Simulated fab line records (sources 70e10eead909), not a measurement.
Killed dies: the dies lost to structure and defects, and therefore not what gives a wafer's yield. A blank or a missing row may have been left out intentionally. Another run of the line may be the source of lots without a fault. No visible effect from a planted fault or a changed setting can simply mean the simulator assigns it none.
Tool commonality check ; flow nand-harc ; Sampled: 11 lots, 33 wafers

## THE REASON FOR OPENING IT
On 1 of the 11 lots, a flag is raised at NHARC_P_ZERO_WELL_CD_MEAS_52 on the reading cd-nm. No-fault wafers: 1999.0 nm, standard deviation 2.3.
Rule: a lot is flagged in two cases, either no wafer of it has a number, or all its wafers with numbers fall more than 4 standard deviations from that mean. All remaining lots are regarded as sound.

lot;measured;on;cd-nm (nm), wafer by wafer;flag
L408;day 2 01:31;cd-sem-02;1996.2 1998.8 2000.0;
L409;day 2 12:31;cd-sem-02;1998.5 1998.9 2001.5;
L410;day 2 21:44;cd-sem-01;1999.6 2002.3 1999.2;
L412;day 3 17:31;cd-sem-03;1998.2 1997.2 1998.9;
L416;day 5 09:53;cd-sem-02;2001.0 2000.5 2001.1;
L417;day 5 19:37;cd-sem-03;1999.2 1997.9 2000.5;
L419;day 6 15:44;cd-sem-03;1415.1 1412.3 1413.6;FLAGGED
L428;day 10 09:40;cd-sem-02;1991.8 1998.6 1997.2;
L429;day 10 19:38;cd-sem-03;1998.7 2001.8 2001.6;
L430;day 11 05:37;cd-sem-01;1998.4 1997.0 1998.8;
L431;day 11 15:36;cd-sem-02;1999.6 1997.5 1999.2;
Flagged lots average 1413.7 nm: -585.3 nm relative to the usual, that is -99 or more standard deviations.

## WHICH TOOL EACH LOT WENT THROUGH
3 process steps preceding the reading are held in the record, out of 1302 steps in the route. Every cell lists first the tool, next ch and the chambers used by the sampled wafers, and last the start.
lot;flag;NHARC_P_ZERO_WELL_ETCH_63;NHARC_P_ZERO_WELL_DESCUM_26;NHARC_P_ZERO_WELL_EXPOSE_49
L408;;rie-si-04 ch 0,2,3, day 1 21:40;rie-diel-01 ch 0,1,3, day 1 22:40;krf-scanner-04 ch 0, day 2 01:22
L409;;rie-si-03 ch 0,3, day 2 08:16;rie-diel-07 ch 0,2,3, day 2 09:23;krf-scanner-03 ch 0, day 2 12:22
L410;;rie-si-04 ch 0,1,3, day 2 17:41;rie-diel-07 ch 0,1, day 2 18:44;krf-scanner-03 ch 0, day 2 21:35
L412;;rie-si-02 ch 0,3, day 3 13:41;rie-diel-07 ch 0,3, day 3 14:39;krf-scanner-01 ch 0, day 3 17:22
L416;;rie-si-03 ch 1,2,3, day 5 06:01;rie-diel-04 ch 0,2,3, day 5 07:01;krf-scanner-03 ch 0, day 5 09:44
L417;;rie-si-02 ch 0,2, day 5 15:32;rie-diel-07 ch 0,1,3, day 5 16:38;krf-scanner-03 ch 0, day 5 19:28
L419;FLAGGED;rie-si-04 ch 0,2,3, day 6 11:32;rie-diel-01 ch 0,1,3, day 6 12:37;krf-scanner-03 ch 0, day 6 15:35
L428;;rie-si-04 ch 0,3, day 10 05:34;rie-diel-01 ch 1,2, day 10 06:32;krf-scanner-01 ch 0, day 10 09:29
L429;;rie-si-03 ch 1,3, day 10 15:42;rie-diel-04 ch 0,1,3, day 10 16:47;krf-scanner-01 ch 0, day 10 19:29
L430;;rie-si-04 ch 0,2, day 11 01:32;rie-diel-07 ch 1,3, day 11 02:38;krf-scanner-03 ch 0, day 11 05:27
L431;;rie-si-04 ch 0,2, day 11 11:40;rie-diel-01 ch 0,2,3, day 11 12:45;krf-scanner-03 ch 0, day 11 15:27
What is done by these steps:
- NHARC_P_ZERO_WELL_ETCH_63: etches the open film in HBr/Cl2, target depth 120 nm, time 40.1 s.
- NHARC_P_ZERO_WELL_DESCUM_26: chemistry O2, time 3 s.
- NHARC_P_ZERO_WELL_EXPOSE_49: exposes mask P HVPW, target cd 2000 nm.
- NHARC_P_ZERO_WELL_CD_MEAS_52: target cd 2000 nm.

## FLAGGED AGAINST TOTAL, ONE TOOL AT A TIME (gauges that did the reading follow at the end)
step;tool;lots run;flagged;share of the flagged lots;sound lots run after its first flagged lot
NHARC_P_ZERO_WELL_ETCH_63;rie-si-02;2;0;none;-
NHARC_P_ZERO_WELL_ETCH_63;rie-si-03;3;0;none;-
NHARC_P_ZERO_WELL_ETCH_63;rie-si-04;6;1;all;3 (L428,L430,L431)
NHARC_P_ZERO_WELL_DESCUM_26;rie-diel-01;4;1;all;2 (L428,L431)
NHARC_P_ZERO_WELL_DESCUM_26;rie-diel-04;2;0;none;-
NHARC_P_ZERO_WELL_DESCUM_26;rie-diel-07;5;0;none;-
NHARC_P_ZERO_WELL_EXPOSE_49;krf-scanner-01;3;0;none;-
NHARC_P_ZERO_WELL_EXPOSE_49;krf-scanner-03;7;1;all;2 (L430,L431)
NHARC_P_ZERO_WELL_EXPOSE_49;krf-scanner-04;1;0;none;-
NHARC_P_ZERO_WELL_CD_MEAS_52;cd-sem-01;2;0;none;-
NHARC_P_ZERO_WELL_CD_MEAS_52;cd-sem-02;5;0;none;-
NHARC_P_ZERO_WELL_CD_MEAS_52;cd-sem-03;4;1;all;1 (L429)

## WHAT IS ALLOWED BY THE TABLE
4 rows of the table ran every flagged lot: rie-si-04 at NHARC_P_ZERO_WELL_ETCH_63, rie-diel-01 at NHARC_P_ZERO_WELL_DESCUM_26, krf-scanner-03 at NHARC_P_ZERO_WELL_EXPOSE_49, cd-sem-03 at NHARC_P_ZERO_WELL_CD_MEAS_52.
- rie-si-04 at NHARC_P_ZERO_WELL_ETCH_63: 1 of its 6 lots flagged. Sound lots ran on it after the first flagged one (L428, L430, L431), which a lasting fault on the whole tool wouldn't allow.
- rie-diel-01 at NHARC_P_ZERO_WELL_DESCUM_26: 1 of its 4 lots flagged. Sound lots ran on it after the first flagged one (L428, L431), which a lasting fault on the whole tool wouldn't allow.
- krf-scanner-03 at NHARC_P_ZERO_WELL_EXPOSE_49: 1 of its 7 lots flagged. Sound lots ran on it after the first flagged one (L430, L431), which a lasting fault on the whole tool wouldn't allow.
- cd-sem-03 at NHARC_P_ZERO_WELL_CD_MEAS_52: 1 of its 4 lots flagged. Sound lots ran on it after the first flagged one (L429), which a lasting fault on the whole tool wouldn't allow.
Every row of the table either missed a flagged lot or ran a sound lot after the first.

## WHAT HAD BEEN PUT IN BY THE SIMULATOR
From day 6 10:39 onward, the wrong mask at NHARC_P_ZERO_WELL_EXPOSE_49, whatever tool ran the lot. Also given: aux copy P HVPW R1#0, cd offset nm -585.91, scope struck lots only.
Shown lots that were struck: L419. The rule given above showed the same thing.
